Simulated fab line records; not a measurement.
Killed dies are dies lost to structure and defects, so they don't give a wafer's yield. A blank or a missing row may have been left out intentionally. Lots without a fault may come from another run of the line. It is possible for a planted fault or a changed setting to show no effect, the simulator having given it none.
Chamber matching -- flow n5_finfet -- N5_BEOL_M0_ALD_136 on ald_metal-01 has 4 sister chambers
The step deposits TaN, pulse time 2 s, purge time 3 s, co reactant purge time 2 s. 7 wafers are shown with their chamber, then 7 later ones without.

== EACH WAFER AND ITS CHAMBER ==
wafer,chamber,heater_power_w (W)
L454.5,1,362
L454.6,2,419
L458.3,1,367
L464.4,0,425
L464.6,3,434
L466.1,0,430
L466.3,3,448

== WAFERS MISSING THEIR CHAMBER ==
wafer,heater_power_w (W)
L466.6,414
L465.1,429
L465.3,432
L465.4,377
L470.3,404
L470.4,431
L470.5,445

== EACH ONE'S CHAMBER ==
wafer,from the rows above,in truth
L466.6,can't be placed: 2 or 0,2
L465.1,can't be placed: 0 or 2 or 3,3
L465.3,can't be placed: 0 or 3 or 2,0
L465.4,1,1
L470.3,can't be placed: 2 or 0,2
L470.4,can't be placed: 0 or 3 or 2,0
L470.5,3,3
Correct placement for 2 of the 7. Not placeable from these rows: 5 (in 5, the candidates include the true chamber). Placed wrongly: 0.
How it was worked out, from the rows above alone: a wafer's distance from a chamber is the root of the sum, over the readings, of the square of ((its reading less the chamber's mean) divided by the reading's scatter). If the next closest chamber is less than 2 further off than the closest, the wafer can't be placed; otherwise it belongs to the closest. The mean given for a chamber averages the wafers shown for that chamber. How the scatter is found: for the shown wafers, subtract from each reading the mean of its chamber, square and add these, divide the total by (wafers less chambers), then take the root.
